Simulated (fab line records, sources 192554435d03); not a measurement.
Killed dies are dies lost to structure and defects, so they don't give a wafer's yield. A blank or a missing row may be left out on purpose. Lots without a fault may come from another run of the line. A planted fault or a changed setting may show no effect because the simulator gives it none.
Chamber matching | flow n5_finfet | N5_HKMG_FIN_ETCH_86 on rie_diel-02: 4 sister chambers
The step etches SOC in N2/H2, stops on TiN, target depth 393.2 nm. 16 wafers are shown with their chamber, then 8 later ones without.

WAFERS WITH THEIR CHAMBER
wafer  | chamber | drypump_motor_current_A (A) | showerhead_plenum_p_Torr (Torr) | oes_product_au (a.u.)
L074.2 | 3       | 6.5                         | 2.44                            | 0.69
L074.3 | 2       | 5.4                         | 2.41                            | 0.68
L074.5 | 0       | 5.6                         | 2.44                            | 0.74
L077.2 | 1       | 5.4                         | 2.40                            | 0.69
L077.5 | 3       | 6.6                         | 2.44                            | 0.70
L077.6 | 2       | 5.4                         | 2.41                            | 0.68
L086.1 | 1       | 5.4                         | 2.39                            | 0.68
L086.5 | 0       | 5.6                         | 2.43                            | 0.73
L086.6 | 1       | 5.4                         | 2.39                            | 0.68
L087.2 | 1       | 5.4                         | 2.39                            | 0.67
L087.3 | 0       | 5.6                         | 2.43                            | 0.72
L087.5 | 2       | 5.4                         | 2.72                            | 0.99
L088.1 | 1       | 5.4                         | 2.39                            | 0.67
L088.3 | 0       | 5.6                         | 2.42                            | 0.73
L088.5 | 2       | 5.4                         | 2.72                            | 0.98
L090.1 | 2       | 5.4                         | 2.72                            | 0.96

SIGNATURES (means of the wafers above)
reading                  | chamber 0 | chamber 1 | chamber 2 | chamber 3 | scatter within a chamber
drypump_motor_current_A  | 5.600     | 5.400     | 5.400     | 6.550     | 0.0204
showerhead_plenum_p_Torr | 2.4300    | 2.3920    | 2.5960    | 2.4400    | 0.0981
oes_product_au           | 0.7300    | 0.6780    | 0.8580    | 0.6950    | 0.0943
Rule: a wafer's distance from a chamber is the root of the sum, over the readings, of the square of ((its reading less the chamber's mean) divided by the reading's scatter). The wafer belongs to the nearest chamber; if the next one is less than 2 further off, it can't be placed. The scatter: the root of (the sum of the squares of (reading less its chamber's mean) over the shown wafers, divided by (wafers less chambers)).

WAFERS WITHOUT THEIR CHAMBER
wafer  | drypump_motor_current_A (A) | showerhead_plenum_p_Torr (Torr) | oes_product_au (a.u.)
L090.3 | 6.5                         | 2.44                            | 0.69
L090.4 | 5.6                         | 2.42                            | 0.72
L092.1 | 6.5                         | 2.44                            | 0.68
L092.2 | 5.4                         | 2.38                            | 0.67
L092.3 | 5.4                         | 2.72                            | 0.96
L096.2 | 6.5                         | 2.43                            | 0.67
L096.3 | 5.6                         | 2.42                            | 0.71
L096.6 | 5.4                         | 2.72                            | 0.93

WHICH CHAMBER EACH WENT THROUGH
wafer  | from the rows above | in truth
L090.3 | 3                   | 3
L090.4 | 0                   | 0
L092.1 | 3                   | 3
L092.2 | 1                   | 1
L092.3 | 2                   | 2
L096.2 | 3                   | 3
L096.3 | 0                   | 0
L096.6 | 2                   | 2
Placed correctly: 8 of 8. Can't be placed from these rows: 0. Placed wrongly: 0.
